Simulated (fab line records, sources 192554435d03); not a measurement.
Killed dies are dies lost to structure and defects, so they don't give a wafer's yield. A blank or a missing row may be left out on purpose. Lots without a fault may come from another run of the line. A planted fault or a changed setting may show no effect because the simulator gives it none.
Chamber matching | flow n5_finfet | N5_BEOL_M8_DESCUM_33 on rie_diel-04: 4 sister chambers
The step chemistry O2, time 7 s. 4 wafers are shown with their chamber, then 7 later ones without.

WAFERS WITH THEIR CHAMBER
wafer  | chamber | showerhead_plenum_p_Torr (Torr)
L079.5 | 3       | 2.14
L087.6 | 1       | 2.24
L093.3 | 0       | 2.01
L093.5 | 2       | 2.01

WAFERS WITHOUT THEIR CHAMBER
wafer  | showerhead_plenum_p_Torr (Torr)
L093.6 | 2.23
L095.3 | 2.01
L095.4 | 2.23
L095.5 | 2.13
L096.3 | 2.13
L096.5 | 2.23
L096.6 | 2.01

WHICH CHAMBER EACH WENT THROUGH
wafer  | from the rows above     | in truth
L093.6 | 1                       | 1
L095.3 | can't be placed: 0 or 2 | 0
L095.4 | 1                       | 1
L095.5 | 3                       | 3
L096.3 | 3                       | 3
L096.5 | 1                       | 1
L096.6 | can't be placed: 0 or 2 | 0
Placed correctly: 5 of 7. Can't be placed from these rows: 2 (the true chamber is among the candidates in 2). Placed wrongly: 0.
How it was worked out, from the rows above alone: a wafer's distance from a chamber is the root of the sum, over the readings, of the square of ((its reading less the chamber's mean) divided by the reading's scatter). The wafer belongs to the nearest chamber; if the next one is less than 2 further off, it can't be placed. A chamber's mean is the mean of its shown wafers. The scatter: with one shown wafer a chamber, the root of the mean of the squares of how far each hidden wafer lies from its nearest shown one.
